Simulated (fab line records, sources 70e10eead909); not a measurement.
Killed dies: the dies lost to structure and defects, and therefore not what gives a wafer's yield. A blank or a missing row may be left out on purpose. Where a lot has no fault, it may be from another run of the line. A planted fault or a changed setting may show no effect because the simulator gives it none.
fab line records + flow nand-harc
[record]
- lots = 11
- wafers = 33
- last-day = 33
route steps=1302 shown A_CHANNEL_HOLE_D2@603 A_CHANNEL_FILL_D2@619 END@1302
lots untouched by any fault: they come from a run of this same line in which no faults occurred
start-h: hours from the record's first day to the start of the lot's first wafer shown + wait-h: hours elapsed since this lot's preceding step + " the same as in the row above + L1.1+2: a row that stands for several wafers + - either no value or no given start + * or withheld: withheld + < > ~ a bound
route shown NAME@n: a module of which the file shows steps, and the number in the route of the first + usual: mean and standard deviation over wafers with no fault + same: alike in all rows + chamber/n: place in a boat + sites: the reading at each site + _std_site: how widely they spread, as a standard deviation + _edge_site: the outer-site mean with the inner-site mean subtracted + radius-mm: for every site, how far away it sits from the centre of the wafer + mask NAME#n: copy n + behind: the tool/chamber that last shaped the wafer + hold: reason for holding the lot/hours on hold/outcome of the hold + device: whichever transistor did not switch (one of n, p or np) + end of line: the same wafers' tests at the end of the route + a step without rows: its recipe alone + killed: not the wafer's yield, but the dies lost to structure and defects at the first sort + map: shows each die of a wafer: x if killed, . if not, _ if none is there
set.NAME: the setting that was run; set.NAME@STEP: the one run at that earlier step + model.NAME: the simulator's own value behind a step, which no gauge read
the route's steps for a sample of lots (tables are steps, rows are wafers)
services: the hour from which a tool's chamber was out of use, counted from the record's first day as start-h (under 0 if before that day), plus the number of hours and why
[[steps]]
[step NHARC_A_CHANNEL_HOLE_D2_ETCH_44]
[recipe]
- target-depth-a = 1400
- overetch-a = 140
- time-s = 77
- ion-energy-ev = 100
- cf4-flow-sccm = 80
- o2-flow-sccm = 20
- ar-flow-sccm = 0
- rf-w = 300
- bias-w = 100
- chemistry = CF4/O2
[usual]
- drypump-motor-current-A = 6.0/0.38
- oes_o_777_au = 1.000/0.0044
- oes-product-au = 1.002/0.0097
- rf-vpp-V = 197.7/1.3
- showerhead-plenum-p-Torr = 1.33/0.05
- throttle-valve-pct = 13.397/0.0088
| lot.wafer | tool        | chamber | start-h | wait-h | drypump-motor-current-A | oes_o_777_au | oes-product-au | rf-hours-counter-h | rf-vpp-V | showerhead-plenum-p-Torr | throttle-valve-pct |
|-----------|-------------|---------|---------|--------|-------------------------|--------------|----------------|--------------------|----------|--------------------------|--------------------|
| L470.4    | rie-diel-06 | 3       | 295.40  | 0.1    | 5.9                     | 0.990        | 1.011          | 10                 | 197.3    | 1.26                     | 13.382             |
| L470.3    | "           | 2       | "       | "      | 6.7                     | 1.007        | 1.011          | 9                  | 198.9    | 1.32                     | 13.408             |
| L470.6    | "           | 3       | "       | "      | 5.9                     | 0.996        | 1.006          | -                  | 195.4    | 1.26                     | 13.399             |
| L474.1    | rie-diel-06 | 3       | 333.12  | 0.1    | 5.9                     | 1.007        | 0.995          | 1                  | 196.9    | 1.26                     | 13.402             |
| L474.4    | "           | 1       | "       | "      | 5.9                     | 0.998        | 1.019          | 1                  | 200.2    | 1.40                     | 13.398             |
| L474.6    | "           | 3       | "       | "      | 5.9                     | 1.011        | 1.000          | -                  | 198.4    | 1.26                     | 13.400             |
| L477.4    | rie-diel-06 | 1       | 368.60  | 0.1    | 5.9                     | 0.996        | 1.020          | 3                  | 199.3    | 1.40                     | 13.388             |
| L477.5    | "           | 2       | "       | "      | 6.6                     | 0.994        | 0.991          | -                  | 197.7    | 1.32                     | 13.400             |
| L477.6    | "           | 3       | "       | "      | 5.9                     | 1.002        | 0.993          | -                  | 197.3    | 1.26                     | 13.398             |
| L478.4    | rie-diel-04 | 0       | 379.50  | 0.1    | 5.4                     | 1.004        | 1.011          | 0                  | 198.0    | 1.40                     | 13.393             |
| L478.2    | "           | 1       | "       | "      | 5.7                     | 1.004        | 1.007          | 0                  | 198.2    | 1.34                     | 13.392             |
| L478.5    | "           | 0       | "       | "      | 5.4                     | 1.000        | 1.004          | -                  | 200.5    | 1.40                     | 13.398             |
| L479.2    | rie-diel-04 | 0       | 382.46  | 0.1    | 5.4                     | 1.003        | 0.998          | 1                  | 198.2    | 1.40                     | 13.405             |
| L479.4    | "           | 1       | "       | "      | 5.7                     | 0.998        | 1.011          | 1                  | 197.6    | 1.34                     | 13.398             |
| L479.6    | "           | 1       | "       | "      | 5.7                     | 1.003        | 1.008          | -                  | 196.6    | 1.34                     | 13.380             |
| L482.2    | rie-diel-06 | 2       | 417.48  | 0.1    | 6.6                     | 1.005        | 1.000          | 6                  | 196.4    | 1.32                     | 13.401             |
| L482.1    | "           | 0       | "       | "      | 6.1                     | 1.000        | 0.994          | 6                  | 198.0    | 1.29                     | 13.420             |
| L482.6    | "           | 1       | "       | "      | 5.9                     | 1.001        | 1.020          | -                  | 199.1    | 1.40                     | 13.407             |
| L483.3    | rie-diel-06 | 1       | 425.97  | 0.1    | 5.9                     | 0.994        | 1.014          | 7                  | 199.4    | 1.40                     | 13.400             |
| L483.2    | "           | 3       | "       | "      | 5.9                     | 0.996        | 0.992          | 5                  | 194.9    | 1.26                     | 13.399             |
| L483.6    | "           | 1       | "       | "      | 5.9                     | 0.997        | 1.014          | -                  | 198.7    | 1.40                     | 13.403             |
| L484.4    | rie-diel-01 | 3       | 444.27  | 0.1    | 5.9                     | 1.006        | 0.984          | 4                  | 196.7    | 1.31                     | 13.389             |
| L484.2    | "           | 1       | "       | "      | 6.2                     | 0.989        | 0.985          | 3                  | 197.3    | 1.29                     | 13.380             |
| L484.5    | "           | 3       | "       | "      | 5.9                     | 1.001        | 0.984          | -                  | 196.7    | 1.31                     | 13.393             |
| L490.2    | rie-diel-06 | 0       | 498.81  | 0.1    | 6.1                     | 1.004        | 1.010          | 0                  | 196.1    | 1.29                     | 13.388             |
| L490.5    | "           | 3       | "       | "      | 5.9                     | 1.005        | 1.003          | -                  | 197.2    | 1.26                     | 13.409             |
| L490.6    | "           | 0       | "       | "      | 6.0                     | 0.995        | 1.014          | -                  | 196.4    | 1.29                     | 13.404             |
| L491.3    | rie-diel-04 | 3       | 509.22  | 0.1    | 6.1                     | 1.010        | 1.002          | 9                  | 199.6    | 1.43                     | 13.399             |
| L491.5    | "           | 1       | "       | "      | 5.7                     | 1.004        | 1.004          | -                  | 198.9    | 1.33                     | 13.395             |
| L491.6    | "           | 2       | "       | "      | 5.0                     | 1.004        | 1.006          | -                  | 199.5    | 1.40                     | 13.397             |
| L493.3    | rie-diel-01 | 3       | 525.36  | 0.1    | 5.9                     | 1.002        | 1.006          | 8                  | 197.5    | 1.31                     | 13.418             |
| L493.5    | "           | 2       | "       | "      | 5.5                     | 1.002        | 0.989          | -                  | 197.8    | 1.32                     | 13.397             |
| L493.6    | "           | 3       | "       | "      | 5.9                     | 0.991        | 0.999          | -                  | 198.4    | 1.31                     | 13.404             |
[step NHARC_A_CHANNEL_FILL_D2_ETCHBACK_19]
[recipe]
- target-depth-a = 50
- time-s = 1.7
- hbr-flow-sccm = 150
- cl2-flow-sccm = 50
- rf-w = 400
- icp-w = 400
- bias-w = 100
- chemistry = HBr/Cl2
[usual]
- drypump-motor-current-A = 5.7/0.51
- oes-product-au = 1.002/0.01
- throttle-valve-pct = 26.406/0.0087
| lot.wafer | tool      | chamber | start-h | wait-h | drypump-motor-current-A | oes-product-au | rf-hours-counter-h | throttle-valve-pct |
|-----------|-----------|---------|---------|--------|-------------------------|----------------|--------------------|--------------------|
| L470.3    | rie-si-03 | 0       | 322.43  | 0.4    | 4.9                     | 1.009          | 0.7                | 26.395             |
| L470.4    | "         | 2       | "       | "      | 5.6                     | 1.012          | 0.6                | 26.400             |
| L470.6    | "         | 0       | "       | "      | 4.8                     | 1.009          | -                  | 26.411             |
| L474.4    | rie-si-03 | 2       | 358.91  | 0.4    | 5.6                     | 0.997          | 0.8                | 26.395             |
| L474.1    | "         | 3       | "       | "      | 6.4                     | 0.991          | 0.9                | 26.407             |
| L474.6    | "         | 3       | "       | "      | 6.4                     | 0.996          | -                  | 26.399             |
| L477.4    | rie-si-05 | 0       | 396.83  | 0.4    | 5.3                     | 1.008          | 0.4                | 26.404             |
| L477.5    | "         | 2       | "       | "      | 6.0                     | 1.000          | -                  | 26.404             |
| L477.6    | "         | 3       | "       | "      | 5.8                     | 0.983          | -                  | 26.408             |
| L479.4    | rie-si-04 | 2       | 408.50  | 0.4    | 5.7                     | 0.997          | 0.4                | 26.423             |
| L479.2    | "         | 0       | "       | "      | 5.8                     | 0.994          | 0.5                | 26.422             |
| L479.6    | "         | 2       | "       | "      | 5.7                     | 0.988          | -                  | 26.411             |
| L478.4    | rie-si-03 | 1       | 408.50  | 0.4    | 5.2                     | 0.994          | 0                  | 26.416             |
| L478.2    | "         | 2       | "       | "      | 5.6                     | 1.005          | 0                  | 26.401             |
| L478.5    | "         | 0       | "       | "      | 4.9                     | 0.996          | -                  | 26.411             |
| L482.1    | rie-si-04 | 1       | 446.16  | 0.4    | 5.3                     | 1.005          | 0.6                | 26.384             |
| L482.2    | "         | 3       | "       | "      | 5.9                     | 0.983          | 0.5                | 26.404             |
| L482.6    | "         | 1       | "       | "      | 5.3                     | 1.015          | -                  | 26.403             |
| L483.3    | rie-si-05 | 0       | 450.73  | 0.4    | 5.2                     | 1.004          | 0.9                | 26.421             |
| L483.2    | "         | 2       | "       | "      | 6.0                     | 1.023          | 0.8                | 26.405             |
| L483.6    | "         | 0       | "       | "      | 5.3                     | 1.015          | -                  | 26.409             |
| L484.4    | rie-si-05 | 0       | 469.61  | 0.4    | 5.2                     | 1.001          | 1.0                | 26.417             |
| L484.2    | "         | 2       | "       | "      | 5.9                     | 1.004          | 1.0                | 26.414             |
| L484.5    | "         | 1       | "       | "      | 6.5                     | 1.007          | -                  | 26.411             |
| L490.2    | rie-si-03 | 1       | 524.33  | 0.4    | 5.1                     | 1.000          | 0.8                | 26.404             |
| L490.6    | "         | 1       | "       | "      | 5.2                     | 1.009          | -                  | 26.406             |
| L490.5    | "         | 2       | "       | "      | 5.6                     | 1.003          | -                  | 26.397             |
| L491.3    | rie-si-03 | 1       | 537.57  | 0.4    | 5.2                     | 1.013          | 0.9                | 26.394             |
| L491.5    | "         | 3       | "       | "      | 6.4                     | 1.018          | -                  | 26.409             |
| L491.6    | "         | 0       | "       | "      | 4.9                     | 1.004          | -                  | 26.415             |
| L493.3    | rie-si-03 | 3       | 550.63  | 0.4    | 6.4                     | 1.015          | 0.8                | 26.398             |
| L493.6    | "         | 3       | "       | "      | 6.4                     | 1.008          | -                  | 26.409             |
| L493.5    | "         | 0       | "       | "      | 4.9                     | 0.996          | -                  | 26.414             |
[step NHARC_A_CHANNEL_FILL_D2_STRIP_28]
[recipe]
- time-s = 20
- o2-flow-sccm = 500
- ar-flow-sccm = 0
- bias-w = 0
- chemistry = O2
[usual]
- bias-w = 0/0
- chamber-pressure-mTorr = 60.00/0.053
- drypump-motor-current-A = 6.0/0.51
- oes-product-au = 1.000/0.0096
- rf-vpp-V = 58.0/0.95
- showerhead-plenum-p-Torr = 3.57/0.12
- throttle-valve-pct = 17.036/0.0091
| lot.wafer | tool        | chamber | start-h | wait-h | bias-w | chamber-pressure-mTorr | drypump-motor-current-A | oes-product-au | rf-hours-counter-h | rf-vpp-V | showerhead-plenum-p-Torr | throttle-valve-pct |
|-----------|-------------|---------|---------|--------|--------|------------------------|-------------------------|----------------|--------------------|----------|--------------------------|--------------------|
| L470.4    | rie-diel-05 | 2       | 322.64  | 0.1    | 0      | 60.04                  | 5.6                     | 0.987          | 2                  | 57.2     | 3.62                     | 17.039             |
| L470.3    | "           | 0       | "       | "      | 0      | 60.04                  | 6.1                     | 1.017          | 2                  | 59.2     | 3.66                     | 17.049             |
| L470.6    | "           | 1       | "       | "      | 0      | 60.09                  | 6.5                     | 0.989          | -                  | 57.4     | 3.42                     | 17.021             |
| L474.1    | rie-diel-05 | 3       | 359.13  | 0.1    | 0      | 60.01                  | 4.8                     | 1.022          | 4                  | 58.4     | 3.53                     | 17.014             |
| L474.4    | "           | 0       | "       | "      | 0      | 60.05                  | 6.1                     | 0.998          | 3                  | 59.7     | 3.66                     | 17.048             |
| L474.6    | "           | 2       | "       | "      | 0      | 59.96                  | 5.6                     | 0.992          | -                  | 58.1     | 3.62                     | 17.036             |
| L477.4    | rie-diel-05 | 2       | 397.03  | 0.1    | 0      | 60.04                  | 5.7                     | 0.994          | 5                  | 58.7     | 3.62                     | 17.042             |
| L477.6    | "           | 1       | "       | "      | 0      | 60.01                  | 6.4                     | 0.995          | -                  | 57.6     | 3.42                     | 17.031             |
| L477.5    | "           | 2       | "       | "      | 0      | 60.03                  | 5.6                     | 0.998          | -                  | 57.5     | 3.62                     | 17.043             |
| L478.2    | rie-diel-02 | 3       | 408.75  | 0.1    | 0      | 60.02                  | 5.6                     | 1.009          | 0                  | 58.1     | 3.64                     | 17.042             |
| L478.4    | "           | 3       | "       | "      | 0      | 60.06                  | 5.6                     | 1.007          | -                  | 58.8     | 3.64                     | 17.048             |
| L478.5    | "           | 2       | "       | "      | 0      | 60.03                  | 6.4                     | 0.990          | -                  | 57.4     | 3.49                     | 17.027             |
| L479.2    | rie-diel-02 | 3       | 408.80  | 0.1    | 0      | 60.06                  | 5.6                     | 1.003          | 0                  | 59.2     | 3.64                     | 17.037             |
| L479.6    | "           | 1       | "       | "      | 0      | 60.10                  | 6.2                     | 1.019          | -                  | 56.8     | 3.75                     | 17.049             |
| L479.4    | "           | 3       | "       | "      | 0      | 60.08                  | 5.6                     | 1.007          | -                  | 59.3     | 3.64                     | 17.026             |
| L482.1    | rie-diel-02 | 3       | 446.37  | 0.1    | -      | -                      | -                       | -              | -                  | -        | -                        | -                  |
| L482.2    | "           | 1       | "       | "      | -      | -                      | -                       | -              | -                  | -        | -                        | -                  |
| L482.6    | "           | 2       | "       | "      | -      | -                      | -                       | -              | -                  | -        | -                        | -                  |
| L483.2    | rie-diel-05 | 0       | 450.94  | 0.1    | -      | -                      | -                       | -              | -                  | -        | -                        | -                  |
| L483.3    | "           | 2       | "       | "      | -      | -                      | -                       | -              | -                  | -        | -                        | -                  |
| L483.6    | "           | 0       | "       | "      | -      | -                      | -                       | -              | -                  | -        | -                        | -                  |
| L484.4    | rie-diel-05 | 3       | 469.82  | 0.1    | -      | -                      | -                       | -              | -                  | -        | -                        | -                  |
| L484.2    | "           | 1       | "       | "      | -      | -                      | -                       | -              | -                  | -        | -                        | -                  |
| L484.5    | "           | 3       | "       | "      | -      | -                      | -                       | -              | -                  | -        | -                        | -                  |
| L490.2    | rie-diel-05 | 1       | 524.55  | 0.1    | 0      | 60.04                  | 6.4                     | 0.996          | 3                  | 57.6     | 3.42                     | 17.035             |
| L490.6    | "           | 3       | "       | "      | 0      | 59.94                  | 4.8                     | 1.002          | -                  | 58.1     | 3.53                     | 17.048             |
| L490.5    | "           | 0       | "       | "      | 0      | 60.01                  | 6.1                     | 0.991          | -                  | 57.7     | 3.65                     | 17.036             |
| L491.3    | rie-diel-02 | 1       | 537.77  | 0.1    | 0      | 59.98                  | 6.2                     | 1.006          | 4                  | 57.1     | 3.75                     | 17.033             |
| L491.5    | "           | 1       | "       | "      | 0      | 60.04                  | 6.2                     | 0.990          | -                  | 58.6     | 3.75                     | 17.030             |
| L491.6    | "           | 2       | "       | "      | 0      | 59.95                  | 6.4                     | 1.001          | -                  | 58.3     | 3.49                     | 17.023             |
| L493.3    | rie-diel-02 | 3       | 550.86  | 0.1    | 0      | 60.04                  | 5.6                     | 0.995          | 4                  | 58.5     | 3.64                     | 17.047             |
| L493.5    | "           | 1       | "       | "      | 0      | 59.98                  | 6.2                     | 0.999          | -                  | 60.2     | 3.75                     | 17.015             |
| L493.6    | "           | 2       | "       | "      | 0      | 60.07                  | 6.4                     | 1.000          | -                  | 58.7     | 3.49                     | 17.038             |
[step NHARC_A_CHANNEL_FILL_D2_STRIP_29]
[recipe]
- time-s = 20
- o2-flow-sccm = 500
- ar-flow-sccm = 0
- bias-w = 0
- chemistry = O2
[usual]
- chamber-pressure-mTorr = 60.00/0.054
- drypump-motor-current-A = 5.9/0.53
- oes-product-au = 1.000/0.0099
- rf-vpp-V = 57.9/0.89
- showerhead-plenum-p-Torr = 3.57/0.12
- throttle-valve-pct = 17.037/0.0095
[same]
- bias-w = 0
| lot.wafer | tool        | chamber | start-h | wait-h | chamber-pressure-mTorr | drypump-motor-current-A | oes-product-au | rf-hours-counter-h | rf-vpp-V | showerhead-plenum-p-Torr | throttle-valve-pct |
|-----------|-------------|---------|---------|--------|------------------------|-------------------------|----------------|--------------------|----------|--------------------------|--------------------|
| L470.3    | rie-diel-05 | 0       | -       | -      | 59.97                  | 6.1                     | 1.009          | 3                  | 59.9     | 3.66                     | 17.051             |
| L470.4    | "           | 2       | "       | "      | 60.01                  | 5.6                     | 0.994          | 3                  | 57.3     | 3.62                     | 17.032             |
| L470.6    | "           | 0       | "       | "      | 60.00                  | 6.1                     | 1.002          | -                  | 60.3     | 3.66                     | 17.033             |
| L474.1    | rie-diel-05 | 2       | -       | -      | 60.03                  | 5.6                     | 0.991          | 4                  | 57.8     | 3.62                     | 17.030             |
| L474.4    | "           | 1       | "       | "      | 59.99                  | 6.4                     | 1.004          | 4                  | 57.3     | 3.42                     | 17.046             |
| L474.6    | "           | 2       | "       | "      | 59.89                  | 5.6                     | 0.985          | -                  | 58.2     | 3.62                     | 17.032             |
| L477.4    | rie-diel-12 | 1       | -       | -      | 60.03                  | 6.1                     | 1.000          | 29                 | 58.4     | 3.58                     | 17.041             |
| L477.5    | "           | 2       | "       | "      | 59.93                  | 5.8                     | 1.004          | -                  | 57.4     | 3.73                     | 17.030             |
| L477.6    | "           | 3       | "       | "      | 60.06                  | 5.4                     | 1.014          | -                  | 57.3     | 3.70                     | 17.033             |
| L479.4    | rie-diel-05 | 3       | -       | -      | 60.00                  | 4.8                     | 1.010          | 0                  | 58.7     | 3.53                     | 17.026             |
| L479.2    | "           | 0       | "       | "      | 60.02                  | 6.1                     | 0.987          | 0                  | 59.1     | 3.66                     | 17.042             |
| L479.6    | "           | 3       | "       | "      | 59.99                  | 4.8                     | 1.011          | -                  | 58.8     | 3.53                     | 17.031             |
| L478.4    | rie-diel-02 | 3       | -       | -      | 60.07                  | 5.6                     | 1.003          | 1                  | 59.6     | 3.64                     | 17.043             |
| L478.2    | "           | 2       | "       | "      | 60.03                  | 6.4                     | 1.004          | 1                  | 57.7     | 3.49                     | 17.044             |
| L478.5    | "           | 0       | "       | "      | 60.12                  | 6.4                     | 0.992          | -                  | 57.6     | 3.40                     | 17.036             |
| L482.2    | rie-diel-02 | 3       | -       | -      | 60.02                  | 5.6                     | 1.003          | 2                  | 57.5     | 3.64                     | 17.027             |
| L482.1    | "           | 1       | "       | "      | 59.96                  | 6.2                     | 1.032          | 2                  | 60.2     | 3.75                     | 17.029             |
| L482.6    | "           | 3       | "       | "      | 59.95                  | 5.6                     | 1.007          | -                  | 56.4     | 3.64                     | 17.036             |
| L483.2    | rie-diel-02 | 3       | -       | -      | 59.95                  | 5.6                     | 1.001          | 2                  | 58.5     | 3.64                     | 17.045             |
| L483.3    | "           | 0       | "       | "      | 60.05                  | 6.4                     | 0.985          | 2                  | 58.2     | 3.40                     | 17.039             |
| L483.6    | "           | 3       | "       | "      | 60.01                  | 5.6                     | 1.001          | -                  | 57.3     | 3.64                     | 17.037             |
| L484.2    | rie-diel-05 | 2       | -       | -      | 59.99                  | 5.6                     | 0.997          | 2                  | 57.4     | 3.62                     | 17.053             |
| L484.4    | "           | 1       | "       | "      | 60.04                  | 6.4                     | 1.010          | 1                  | 58.9     | 3.42                     | 17.031             |
| L484.5    | "           | 2       | "       | "      | 60.05                  | 5.6                     | 0.999          | -                  | 57.6     | 3.62                     | 17.045             |
| L490.2    | rie-diel-05 | 2       | -       | -      | 59.82                  | 5.7                     | 0.998          | 4                  | 57.6     | 3.62                     | 17.024             |
| L490.5    | "           | 1       | "       | "      | 59.96                  | 6.5                     | 1.005          | -                  | 58.1     | 3.42                     | 17.025             |
| L490.6    | "           | 2       | "       | "      | 59.93                  | 5.6                     | 0.997          | -                  | 58.4     | 3.62                     | 17.041             |
| L491.3    | rie-diel-05 | 0       | 555.05  | 0.1    | 59.93                  | 6.1                     | 0.974          | 4                  | 58.0     | 3.65                     | 17.033             |
| L491.6    | "           | 0       | "       | "      | 59.90                  | 6.1                     | 0.983          | -                  | 57.9     | 3.65                     | 17.028             |
| L491.5    | "           | 3       | "       | "      | 59.95                  | 4.8                     | 1.006          | -                  | 57.6     | 3.53                     | 17.042             |
| L493.3    | rie-diel-12 | 1       | -       | -      | 60.00                  | 6.0                     | 0.995          | 20                 | 57.6     | 3.57                     | 17.031             |
| L493.6    | "           | 3       | "       | "      | 60.05                  | 5.4                     | 0.998          | -                  | 57.4     | 3.68                     | 17.044             |
| L493.5    | "           | 0       | "       | "      | 59.99                  | 5.6                     | 1.002          | -                  | 58.7     | 3.80                     | 17.036             |
[step NHARC_END_SORT_01]
[recipe]
- temp-c = 25
[usual]
- killed-at-array = 49/18
- killed-at-other = 0.7/1.1
- killed-at-periphery = 4.0/2.6
- killed-dies = 54/19
- killed-open = 3.4/1.7
- killed-short = 2.5/1.7
[same]
- gross-dies = 677
| lot.wafer | tool      | chamber | start-h | wait-h | hold                   | killed-at-array | killed-at-other | killed-at-periphery | killed-dies | killed-open | killed-short |
|-----------|-----------|---------|---------|--------|------------------------|-----------------|-----------------|---------------------|-------------|-------------|--------------|
| L482.1    | prober-02 | 0       | 679.06  | 2.5    | await-dispo/3.4h/scrap | 673             | 0               | 4                   | 677         | 4           | 6            |
| L482.2    | prober-02 | 0       | 679.87  | 2.8    | await-dispo/3.4h/scrap | 673             | 0               | 4                   | 677         | 4           | 1            |
| L482.6    | prober-02 | 0       | 683.13  | 4.1    | await-dispo/3.4h/scrap | 670             | 0               | 7                   | 677         | 3           | 5            |
| L483.2    | prober-01 | 0       | 679.80  | 2.8    | await-dispo/1.8h/scrap | 667             | 4               | 6                   | 677         | 1           | 3            |
| L483.3    | prober-01 | 0       | 680.60  | 3.1    | await-dispo/1.8h/scrap | 665             | 0               | 12                  | 677         | 5           | 2            |
| L483.6    | prober-01 | 0       | 683.02  | 4.0    | await-dispo/1.8h/scrap | 670             | 0               | 7                   | 677         | 7           | 0            |
| L484.2    | prober-01 | 0       | 693.28  | 2.8    | await-dispo/3.4h/scrap | 671             | 1               | 5                   | 677         | 3           | 3            |
| L484.4    | prober-01 | 0       | 694.89  | 3.4    | await-dispo/3.4h/scrap | 673             | 1               | 3                   | 677         | 3           | 1            |
| L484.5    | prober-01 | 0       | 695.69  | 3.7    | await-dispo/3.4h/scrap | 668             | 2               | 7                   | 677         | 4           | 1            |
// killed by level:class
L482.1 A_CHANNEL_FILL_D2:area-strip=634 A_CHANNEL_HOLE_D2:chamber-film-flake=14 A_CHANNEL_HOLE_D1:chamber-film-flake=7 A_STAIRCASE:chamber-film-flake=5 A_ZERO_WELL:chamber-film-flake=3 P_CONTACT:geometric-particle:open=2 A_CHANNEL_FILL_D2:geometric-particle:short=2 P_GATE:chamber-film-flake=2
L483.2 A_CHANNEL_FILL_D2:area-strip=599 A_SLIT:chamber-film-flake=34 A_CHANNEL_HOLE_D1:chamber-film-flake=15 A_CONTACT:chamber-film-flake=11 THIN_TSV:chamber-film-flake=4 A_STAIRCASE:chamber-film-flake=3 P_CONTACT:geometric-particle:short=2 P_CONTACT:chamber-film-flake=2
L482.2 A_CHANNEL_FILL_D2:area-strip=648 A_CHANNEL_HOLE_D2:chamber-film-flake=13 A_M0:geometric-particle:open=3 A_CHANNEL_HOLE_D1:chamber-film-flake=3 P_GATE:chamber-film-flake=2 A_ZERO_WELL:chamber-film-flake=2 P_M0:geometric-particle:open=1 A_SGD_CUT:geometric-particle:short=1
L483.3 A_CHANNEL_FILL_D2:area-strip=585 A_CHANNEL_HOLE_D1:chamber-film-flake=34 A_SLIT:chamber-film-flake=31 A_CONTACT:chamber-film-flake=8 P_CONTACT:chamber-film-flake=5 P_ZERO_WELL:chamber-film-flake=2 A_M0:chamber-film-flake=2 P_STI:geometric-particle:open=1
L483.6 A_CHANNEL_FILL_D2:area-strip=601 A_SLIT:chamber-film-flake=27 A_CONTACT:chamber-film-flake=21 A_CHANNEL_HOLE_D1:chamber-film-flake=13 P_M2:chamber-film-flake=3 A_ONON_D1:geometric-particle:open=2 A_CHANNEL_FILL_D1:geometric-particle:open=2 P_CONTACT:chamber-film-flake=2
L482.6 A_CHANNEL_FILL_D2:area-strip=639 A_CHANNEL_HOLE_D2:chamber-film-flake=12 A_CHANNEL_HOLE_D1:chamber-film-flake=8 A_STAIRCASE:chamber-film-flake=2 A_CONTACT:chamber-film-flake=2 P_CONTACT:geometric-particle:short=1 P_CONTACT:geometric-particle:open=1 P_M0:geometric-particle:short=1
L484.2 A_CHANNEL_FILL_D2:area-strip=612 A_CHANNEL_HOLE_D2:chamber-film-flake=23 A_CHANNEL_HOLE_D1:chamber-film-flake=18 A_STAIRCASE:chamber-film-flake=4 A_SLIT:chamber-film-flake=4 P_GATE:chamber-film-flake=3 A_CHANNEL_FILL_D2:geometric-particle:short=2 A_CONTACT:chamber-film-flake=2
L484.4 A_CHANNEL_FILL_D2:area-strip=620 A_CHANNEL_HOLE_D2:chamber-film-flake=25 A_CHANNEL_HOLE_D1:chamber-film-flake=15 A_CONTACT:chamber-film-flake=4 A_STAIRCASE:chamber-film-flake=3 A_CHANNEL_FILL_D2:geometric-particle:open=2 A_WL_FILL:chamber-film-flake=2 P_CONTACT:geometric-particle:open=1
L484.5 A_CHANNEL_FILL_D2:area-strip=604 A_CHANNEL_HOLE_D1:chamber-film-flake=31 A_CHANNEL_HOLE_D2:chamber-film-flake=18 A_STAIRCASE:chamber-film-flake=6 P_GATE:chamber-film-flake=3 P_CONTACT:geometric-particle:open=2 P_ZERO_WELL:chamber-film-flake=2 THIN_TSV:chamber-film-flake=2
[[services]]
| tool        | chamber | start-h | hours | kind   |
|-------------|---------|---------|-------|--------|
| rie-si-05   | 0       | 284.65  | 6.4   | repair |
| rie-diel-02 | 1       | 285.05  | 5.2   | repair |
| rie-diel-05 | 0       | 295.10  | 22.1  | repair |
| rie-si-03   | 2       | 301.61  | 7.5   | repair |
| rie-si-05   | -       | 305.00  | 9.0   | pm     |
| rie-diel-06 | -       | 307.31  | 9.0   | pm     |
| rie-diel-04 | -       | 354.95  | 9.0   | pm     |
| rie-diel-04 | 1       | 367.20  | 4.5   | repair |
| rie-diel-06 | 3       | 388.72  | 7.3   | repair |
| rie-diel-02 | -       | 393.70  | 9.0   | pm     |
| rie-si-03   | -       | 398.00  | 9.0   | pm     |
| rie-diel-02 | 0       | 403.43  | 6.3   | repair |
| rie-diel-05 | -       | 406.60  | 9.0   | pm     |
| rie-diel-06 | 3       | 434.02  | 18.0  | repair |
| rie-diel-05 | 1       | 441.24  | 4.0   | repair |
| rie-diel-05 | 0       | 444.62  | 1.9   | repair |
| rie-diel-06 | 2       | 469.29  | 1.2   | repair |
| rie-si-03   | 3       | 481.92  | 1.2   | repair |
| rie-diel-06 | -       | 484.58  | 9.0   | pm     |
| rie-diel-05 | -       | 494.02  | 0.2   | repair |
| rie-si-03   | 1       | 504.82  | 2.0   | repair |
| rie-diel-02 | 0       | 542.29  | 1.4   | repair |
| rie-diel-06 | 2       | 544.64  | 3.0   | repair |
| rie-diel-05 | 2       | 548.54  | 9.1   | repair |
[[key]]
[first-sign]
- step = NHARC_A_CHANNEL_FILL_D2_STRIP_28
- reading = tool-record
- direction = missing
[effect]
- step = NHARC_END_SORT_01
- reading = killed-at-array
- direction = up
- sigmas = 34
- usual = 49
- struck = 670
[more-kills-born-at]
- NHARC_A_CHANNEL_FILL_D2_STRIP_28@rie-diel-05 = 3621
- NHARC_A_CHANNEL_FILL_D2_STRIP_28@rie-diel-02 = 1921
met-at NHARC_A_CHANNEL_FILL_D2_STRIP_28
struck-lots L482,L483,L484
later-rows-left-out L482.1,L482.2,L482.6,L483.2,L483.3,L483.6,L484.2,L484.4,L484.5
tester-left-out L482,L483,L484
not-acting-at NHARC_A_CHANNEL_HOLE_D2_ETCH_44,NHARC_A_CHANNEL_FILL_D2_ETCHBACK_19,NHARC_A_CHANNEL_FILL_D2_STRIP_29
onset-between 408.80 446.37
[fault]
- kind = skipped-step-whole
- tool = rie-diel-02,rie-diel-05
- chamber = -
- onset-h = 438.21
- steps = NHARC_A_CHANNEL_FILL_D2_STRIP_28
- scope = struck-lots-only
// tester-left-out: of these lots the tester's yield and bins aren't shown, on N5 and GAA mostly nor the transistor test; their killed dies are dies lost to structure and defects alone, not to doping, threshold or leakage, so they don't give the yield
// later-rows-left-out: the simulator's readings of these wafers behind a module that went badly wrong aren't trusted and aren't shown, but for the sort
